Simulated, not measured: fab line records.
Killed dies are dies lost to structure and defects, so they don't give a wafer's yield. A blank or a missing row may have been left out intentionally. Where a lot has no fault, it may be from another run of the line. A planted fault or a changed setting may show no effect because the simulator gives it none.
Comparing a struck lot with a sound one || flow n5Finfet || 21 out of 1938 route steps
Sound: the wafers L707.3, L707.5, L707.6. Wafers struck: L695.2, L695.3, L695.4. At the end, the cause is stated.
Per side, at each step with rows, come the tool, then ch with its chambers, and then its first start. Under that, the readings that differ: sound wafers || struck wafers || difference of the means || sigmas: that difference in standard deviations of wafers without a fault.
alike: readings whose means differ by less than 2 such deviations, and words and numbers that are the same on both sides. not compared: withheld readings, readings that some wafer has no value for, bounds like >300 that may hide the same value, and numbers for which the record gives no deviation and whose values overlap.
The two part at a step that has a row with sigmas, a row that says differs or no value, or rows on one side only. Numbers that have no deviation but don't overlap get no sigmas and don't part them. Lack of a reading on every wafer of one side parts them only where that side has two or more wafers.

first, 7 steps without rows for these wafers: N5_BEOL_M5_COAT_71 (time 60 s, resist thk 5 nm); N5_BEOL_M5_COAT_05 (resist thk 30 nm); N5_BEOL_M5_EBR_07; N5_BEOL_M5_SOFTBAKE_06 (time 60 s); N5_BEOL_M5_EXPOSE_08 (exposes mask M5, target cd 28 nm); N5_BEOL_M5_PEB_09 (peb time 60 s); N5_BEOL_M5_DEVELOP_10 (develop time 30 s).
N5_BEOL_M5_CD_MEAS_11: the cd target is 27.74 nm.
  sound on cdSem-03 ch 0, day 12 16:02; struck on cdSem-01 ch 0, day 9 12:53
  alike: cdNm
N5_BEOL_M5_OVL_MEAS_12:
  sound on overlay-01 ch 0, day 12 16:05; struck on overlay-01 ch 0, day 9 12:55
  alike: M5_OVL
N5_BEOL_M5_INSPECT_13: inspects for defects (brightfield).
  sound on defectInspect-02 at day 12 16:08; struck on defectInspect-02 at day 9 12:58
{"reading": "rawDefectCount", "sound": "575 618 606", "struck": "295 338 256", "difference": -303, "sigmas": -3}
N5_BEOL_M5_DESCUM_16: chemistry O2, time 7 s.
  sound on rieDiel-05 ch 0,1,3, day 12 16:41; struck on rieDiel-01 ch 1,2,3, day 9 13:01
  alike: drypumpMotorCurrentA, o2FlowSccm, oesProductAu, rfVppV, showerheadPlenumPTorr, throttleValvePct
  not compared: rfHoursCounterH
N5_BEOL_M5_ETCH_72: etches underlayer in N2/H2, target depth 6.5 nm, time 5.2 s.
  sound on rieDiel-05 ch 0,1,3, day 12 16:44; struck on rieDiel-01 ch 1,2,3, day 9 13:03
  alike: biasW, chamberPressureMTorr, drypumpMotorCurrentA, etchRfOnTimeS, oesProductAu, rfVppV, showerheadPlenumPTorr, throttleValvePct
  not compared: rfHoursCounterH
N5_BEOL_M5_ETCH_61: etches SiARC in CF4, target depth 15.6 nm, time 26 s.
  sound on rieDiel-05 ch 0,1,3, day 12 16:45; struck on rieDiel-01 ch 1,2,3, day 9 13:04
  no value came back on the struck wafers for any of 9 readings (biasW (W), cf4FlowSccm (sccm) and others); on the sound wafers biasW (W) reads 36.07 36.00 36.13
  not compared: rfHoursCounterH
N5_BEOL_M5_ETCH_62: etches SOC in N2/H2, target depth 75 nm, overetch 15 nm, time 112.5 s.
  sound on rieDiel-05 ch 0,1,3, day 12 16:46; struck on rieDiel-01 ch 1,2,3, day 9 13:05
{"reading": "oesProductAu (a.u.)", "sound": "0.62 0.60 0.57", "struck": "0.31 0.32 0.34", "difference": -0.27, "sigmas": -4}
  alike: biasW, chamberPressureMTorr, drypumpMotorCurrentA, rfVppV, showerheadPlenumPTorr, throttleValvePct
  not compared: rfHoursCounterH
then, 2 steps without rows for these wafers: N5_BEOL_M5_STRIP_63 (strips in N2/H2); N5_BEOL_M5_STRIP_73 (strips in N2/H2).
N5_BEOL_M5_STRIP_64: strips in CF4.
  sound on rieDiel-05 ch 0,1,3, day 12 16:54; struck on rieDiel-01 ch 1,2,3, day 9 13:13
  alike: drypumpMotorCurrentA, oesProductAu, rfVppV, showerheadPlenumPTorr, throttleValvePct
  not compared: rfHoursCounterH
N5_BEOL_M5_HM_OPEN_17: chemistry Cl2/BCl3, target TiN, target depth 20 nm, overetch 6 nm.
  sound on rieMetal-03 ch 0,1, day 12 16:58; struck on rieMetal-01 ch 0,1, day 9 13:16
{"reading": "oesProductAu (a.u.)", "sound": "0.63 0.64 0.62", "struck": "0.23 0.22 0.26", "difference": -0.39, "sigmas": -6}
{"reading": "throttleValvePct (%)", "sound": "22.19 22.19 22.16", "struck": "23.30 23.30 22.85", "difference": "+0.97", "sigmas": "+6"}
  alike: drypumpMotorCurrentA, mfcArSccm
  not compared: rfHoursCounterH
N5_BEOL_M5_STRIP_19: strips in O2.
  sound on rieDiel-05 ch 1,2, day 12 17:11; struck on rieDiel-05 ch 0,1,2, day 9 13:22
  alike: drypumpMotorCurrentA, o2FlowSccm, oesProductAu, rfVppV, showerheadPlenumPTorr, throttleValvePct
  not compared: rfHoursCounterH
N5_BEOL_M5_CD_MEAS_18: pitch 56 nm, target cd 28 nm.
  sound on cdSem-02 at day 12 17:16; struck on cdSem-02 at day 9 13:26
{"reading": "cdNm (nm)", "sound": "27.8 28.2 28.0", "struck": "- - -", "difference": "no value on the struck wafers", "sigmas": ""}
then, 1 step without rows for these wafers: N5_BEOL_M5_COAT_65 (time 60 s, resist thk 60 nm).

WHERE THEY PART
First at N5_BEOL_M5_INSPECT_13; last, within this record, at N5_BEOL_M5_CD_MEAS_18.

WHY: what had been put in by the simulator
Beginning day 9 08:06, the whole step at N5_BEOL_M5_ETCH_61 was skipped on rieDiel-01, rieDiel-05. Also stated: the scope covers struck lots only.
